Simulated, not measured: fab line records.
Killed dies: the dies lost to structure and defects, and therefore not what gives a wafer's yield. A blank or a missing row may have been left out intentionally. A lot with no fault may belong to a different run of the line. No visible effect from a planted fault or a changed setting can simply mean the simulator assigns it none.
Lot-split experiment | flow n5 finfet | 21 wafers read across 7 lots, on a route 1938 steps long

== THE SPLIT ==
At N5_HKMG_FIN_ETCH_58 (etches SOC in N2/H2, target depth 215.8 nm, time 741 s), the setting source w was moved away from the recipe's 875 W on 8 of the 21 wafers read, by -12.7% to +12.9%. This setting was run at the recipe's value on the other wafers.

The reading is taken at the split's own step.

== THE READING ==
rf vpp V, in V, at N5_HKMG_FIN_ETCH_58 (etches SOC in N2/H2, target depth 215.8 nm, time 741 s). Typical for fault-free wafers on this fab line: 99.1 V, with standard deviation 1.1 V.

wafer  | tool, chamber at the split | source w as run, W | against the recipe | rf vpp V, V | against lot-mates on the recipe
L075.1 | rie diel-03, 3             | 875                | recipe             | 97.8        | -
L075.2 | rie diel-03, 1             | 763.6              | -12.7%             | 102.2       | +4.4
L075.4 | rie diel-03, 3             | 763.6              | -12.7%             | 105.1       | +7.3
L082.2 | rie diel-03, 0             | 875                | recipe             | 99.0        | -
L082.3 | rie diel-03, 1             | 875                | recipe             | 99.2        | -
L082.5 | rie diel-03, 2             | 875                | recipe             | 98.0        | -
L085.4 | rie diel-05, 3             | 983.7              | +12.4%             | 96.6        | -3.0
L085.5 | rie diel-05, 0             | 983.7              | +12.4%             | 95.6        | -4.0
L085.6 | rie diel-05, 3             | 875                | recipe             | 99.6        | -
L086.2 | rie diel-01, 2             | 988.2              | +12.9%             | 96.2        | -3.1
L086.3 | rie diel-01, 1             | 875                | recipe             | 100.0       | -
L086.4 | rie diel-01, 0             | 875                | recipe             | 98.7        | -
L087.1 | rie diel-03, 0             | 808.9              | -7.6%              | 103.6       | +6.2
L087.2 | rie diel-03, 3             | 875                | recipe             | 97.5        | -
L087.6 | rie diel-03, 2             | 875                | recipe             | 97.2        | -
L089.1 | rie diel-01, 3             | 875                | recipe             | 99.3        | -
L089.2 | rie diel-01, 1             | 875                | recipe             | 99.9        | -
L089.4 | rie diel-01, 2             | 875                | recipe             | 100.0       | -
L091.1 | rie diel-05, 1             | 764.7              | -12.6%             | 103.3       | +3.5
L091.4 | rie diel-05, 2             | 764.7              | -12.6%             | 103.5       | +3.7
L091.6 | rie diel-05, 2             | 875                | recipe             | 99.8        | -

THE FIT
A straight line over all 21 wafers: rf vpp V changes by -0.311 V for each +1% of source w; r = -0.91; the points scatter about the line by 1.1 V.
The same after taking each lot's own level away (the mean of its wafers on the recipe; 21 wafers): -0.346 V for each +1%; r = -0.92; scatter 1.2 V.
Per that fit: largest source w move, reading shift of 4.5 V.
Measured against the standard deviation above, the lots' own levels, which go from 97.35 to 99.80 V, span 2.2 times it.
In other words, the slope is changed by the lot-to-lot level; the two fits disagree.
Check: for one of the wafers moved furthest among these (+12.9%), held out of the fit, the line's prediction against its lot-mates is -4.36 V. It came out at -3.15 V against them.
Tool readings at the split's step, against how far the setting was moved: rf vpp V r = -0.91.

== ADDITIONAL SPLITS CARRIED BY THESE WAFERS ==
Before the reading, these wafers also passed through other splits. Each is held against what the fit with the lots' levels taken away leaves over:
other split on the same wafers | wafers away from the commonest value | r with rf vpp V (lot level and that fit taken away)
N5_WELL_APT_COAT_02 spin rpm   | 8                                    | -0.46
N5_WELL_APT_COAT_19 spin rpm   | 4                                    | +0.16
N5_FIN_SAQP_HM_DEP_72 time s   | 9                                    | -0.41
N5_FIN_SAQP_DESCUM_21 time s   | 6                                    | -0.08
N5_FIN_CUT_COAT_19 spin rpm    | 10                                   | +0.14
N5_DUMMY_GATE_COAT_35 spin rpm | 10                                   | -0.02
N5_SD_EPI_P_PEB_07 peb time s  | 7                                    | +0.09
N5_SDB_ALD_29 ald cycles       | 7                                    | -0.03
N5_HKMG_FIN_ETCH_55 bias w     | 10                                   | -0.03

== THE FILE'S OWN FIT ==
rf vpp V changes by -0.358 V for each +1% of source w, r = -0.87.
